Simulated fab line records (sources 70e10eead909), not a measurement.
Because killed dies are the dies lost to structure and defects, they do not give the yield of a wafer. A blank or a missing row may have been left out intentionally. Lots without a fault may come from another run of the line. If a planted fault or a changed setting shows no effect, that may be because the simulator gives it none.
Which of the tools did it? | flow nand_harc | 13 lots with 39 wafers sampled at 5 steps, on a route of 1302 steps

## WHAT EACH GAUGE READ, for each wafer
NHARC_P_M0_CD_MEAS_09 targets a cd of 90 nm.
lot  | measured     | on        | cd_nm (nm)
L647 | day 6 01:16  | cd_sem-02 | 89.6 89.1 89.5
L648 | day 6 08:38  | cd_sem-03 | 89.4 90.4 90.1
L650 | day 7 02:29  | cd_sem-03 | 89.0 89.0 89.2
L652 | day 8 00:20  | cd_sem-03 | 90.2 90.1 89.6
L653 | day 8 16:50  | cd_sem-01 | 90.5 90.1 90.4
L654 | day 9 00:40  | cd_sem-02 | 89.5 89.7 89.4
L659 | day 10 19:55 | cd_sem-03 | 90.6 89.7 90.3
L660 | day 11 08:26 | cd_sem-02 | 90.1 90.1 90.0
L661 | day 12 10:11 | cd_sem-01 | 89.8 89.8 89.0
L662 | day 12 10:44 | cd_sem-01 | 89.8 89.2 90.4
L667 | day 14 06:24 | cd_sem-01 | 89.5 89.9 89.6
L669 | day 15 02:55 | cd_sem-03 | 89.9 90.2 90.9
L670 | day 15 10:26 | cd_sem-02 | 89.1 89.4 90.0

NHARC_P_M0_INSPECT_27.
lot  | measured     | on                | raw_defect_count
L647 | day 6 03:58  | defect_inspect-01 | 260 417 366
L648 | day 6 11:18  | defect_inspect-01 | 183 279 447
L650 | day 7 05:53  | defect_inspect-01 | 261 284 462
L652 | day 8 03:02  | defect_inspect-02 | 319 467 482
L653 | day 8 19:34  | defect_inspect-01 | 342 186 146
L654 | day 9 03:19  | defect_inspect-01 | 317 356 542
L659 | day 10 22:42 | defect_inspect-02 | 169 207 183
L660 | day 11 11:05 | defect_inspect-01 | 334 343 373
L661 | day 12 12:53 | defect_inspect-02 | 209 280 282
L662 | day 12 13:28 | defect_inspect-01 | 226 169 179
L667 | day 14 09:08 | defect_inspect-01 | 193 296 360
L669 | day 15 05:37 | defect_inspect-01 | 180 256 248
L670 | day 15 13:08 | defect_inspect-01 | 244 220 239

NHARC_END_SORT_01.
lot  | measured     | on        | defect_limited_yield (%) | killed_at_array | killed_at_other | killed_at_periphery | killed_dies | killed_open | killed_short
L659 | day 29 02:34 | prober-01 | 0 0 0                    | 47 41 50        | 2 1 1           | 628 635 626         | 677 677 677 | 5 2 1       | 3 2 5
L660 | day 29 03:23 | prober-02 | 0 0 0                    | 78 88 96        | 0 0 0           | 599 589 581         | 677 677 677 | 5 2 2       | 1 1 2
L661 | day 31 13:26 | prober-01 | 0 0 0                    | 71 70 60        | 1 0 0           | 605 607 617         | 677 677 677 | 3 1 5       | 4 3 2

## TOOL THAT RAN EACH LOT (tool first, then ch and the chambers of the sampled wafers, then the start)
lot  | NHARC_P_M0_DESCUM_14               | NHARC_P_M1_DEP_00
L647 | rie_diel-01 ch 1,3, day 6 01:28    | pecvd-01 ch 0,1,2, day 6 04:37
L648 | rie_diel-01 ch 1,2,3, day 6 08:50  | pecvd-04 ch 0,1, day 6 11:50
L650 | rie_diel-11 ch 0,3, day 7 02:41    | pecvd-03 ch 0,1,2, day 7 06:28
L652 | rie_diel-01 ch 0,1,3, day 8 00:33  | pecvd-03 ch 0,1,2, day 8 03:38
L653 | rie_diel-11 ch 1,2,3, day 8 17:02  | pecvd-01 ch 0,1,2, day 8 20:16
L654 | rie_diel-01 ch 0,2,3, day 9 00:51  | pecvd-04 ch 0,1,2, day 9 03:52
L659 | rie_diel-01 ch 0,3, day 10 20:07   | pecvd-04 ch 1,2, day 10 23:14
L660 | rie_diel-05 ch 1,2,3, day 11 08:38 | pecvd-03 ch 0,2, day 11 11:40
L661 | rie_diel-05 ch 0,2,3, day 12 10:23 | pecvd-01 ch 1,2, day 12 13:26
L662 | rie_diel-05 ch 1,3, day 12 10:55   | pecvd-01 ch 0,1,2, day 12 14:32
L667 | rie_diel-11 ch 1,3, day 14 06:35   | pecvd-04 ch 0,1, day 14 09:41
L669 | rie_diel-01 ch 0,3, day 15 03:07   | pecvd-04 ch 0,1, day 15 06:14
L670 | rie_diel-01 ch 0,1,3, day 15 10:39 | pecvd-01 ch 0,1,2, day 15 13:41
- NHARC_P_M0_DESCUM_14: chemistry O2, time 3 s.
- NHARC_P_M1_DEP_00: deposits SiOC, target thk 182.5 nm.

## AS READ BY THE TOOLS THEMSELVES (means over the sampled wafers that have a number; for cases with no such wafer, the mark the record gives instead)
NHARC_P_M0_DESCUM_14.
lot  | tool        | drypump_motor_current_A (A) | oes_product_au (a.u.) | rf_vpp_V (V) | showerhead_plenum_p_Torr (Torr) | throttle_valve_pct (%)
L647 | rie_diel-01 | 5.4                         | 1.008                 | 56.6         | 1.79                            | 11.310
L648 | rie_diel-01 | 5.4                         | 1.004                 | 57.5         | 1.85                            | 11.314
L650 | rie_diel-11 | 6.0                         | 1.001                 | 57.6         | 1.86                            | 11.304
L652 | rie_diel-01 | 5.7                         | 1.003                 | 57.5         | 1.81                            | 11.315
L653 | rie_diel-11 | 5.6                         | 1.001                 | 57.3         | 1.82                            | 11.313
L654 | rie_diel-01 | 5.8                         | 1.000                 | 56.9         | 1.87                            | 11.318
L659 | rie_diel-01 | 6.2                         | 1.001                 | 57.8         | 1.83                            | 11.320
L660 | rie_diel-05 | 5.7                         | 0.992                 | 57.4         | 1.87                            | 11.318
L661 | rie_diel-05 | 6.2                         | 0.993                 | 56.9         | 1.86                            | 11.316
L662 | rie_diel-05 | 5.6                         | 0.997                 | 58.2         | 1.82                            | 11.310
L667 | rie_diel-11 | 5.7                         | 0.996                 | 57.5         | 1.93                            | 11.312
L669 | rie_diel-01 | 6.2                         | 1.005                 | 57.5         | 1.83                            | 11.322
L670 | rie_diel-01 | 5.8                         | 1.005                 | 57.3         | 1.80                            | 11.311

NHARC_P_M1_DEP_00.
lot  | tool     | chamber_pressure_Torr (Torr) | rf_fwd_power_W (W)
L647 | pecvd-01 | 5.001                        | 597.4
L648 | pecvd-04 | 4.995                        | 597.1
L650 | pecvd-03 | 5.000                        | 598.7
L652 | pecvd-03 | 4.999                        | 599.6
L653 | pecvd-01 | 4.994                        | 599.5
L654 | pecvd-04 | 4.991                        | 598.3
L659 | pecvd-04 | -                            | -
L660 | pecvd-03 | -                            | -
L661 | pecvd-01 | -                            | -
L662 | pecvd-01 | 4.995                        | 598.4
L667 | pecvd-04 | 4.995                        | 598.9
L669 | pecvd-04 | 4.998                        | 598.5
L670 | pecvd-01 | 5.000                        | 597.9

## THE ANSWER, worked out from the rows above alone
Rule: usual is defined by the lots themselves. The widest of any qualifying gaps counts: lots, ordered by their means at a reading, are off when they make up no more than a third of the lots, leave a main group of 4 or more, and stand apart from it by 3 or more times the standard deviation of that group's means. A main group is skipped when, at the precision printed for the reading in the tables above, its means are all equal. A lot without any number at a reading at which 4 lots or more have one is off too. Where the step has rows for the other lots, those lots are counted as sound. First the gauges in route order, then the tools' own readings, where a lot's mean is used as printed above. At the first step where some lot is off, the reading lying furthest off is the one used; lots without a number count as furthest.
Off: L659, L660, L661, at NHARC_P_M1_DEP_00 (chamber_pressure_Torr). Without a number there: L659, L660, L661. Mean 4.997 Torr and standard deviation 0.0031 in the main group.
If a tool, at that step or one of the process steps before it, ran each lot that is off and ran no sound lot following the first of them, it fits. None of those tried fits.

## WHAT THE SIMULATOR HAD PUT IN
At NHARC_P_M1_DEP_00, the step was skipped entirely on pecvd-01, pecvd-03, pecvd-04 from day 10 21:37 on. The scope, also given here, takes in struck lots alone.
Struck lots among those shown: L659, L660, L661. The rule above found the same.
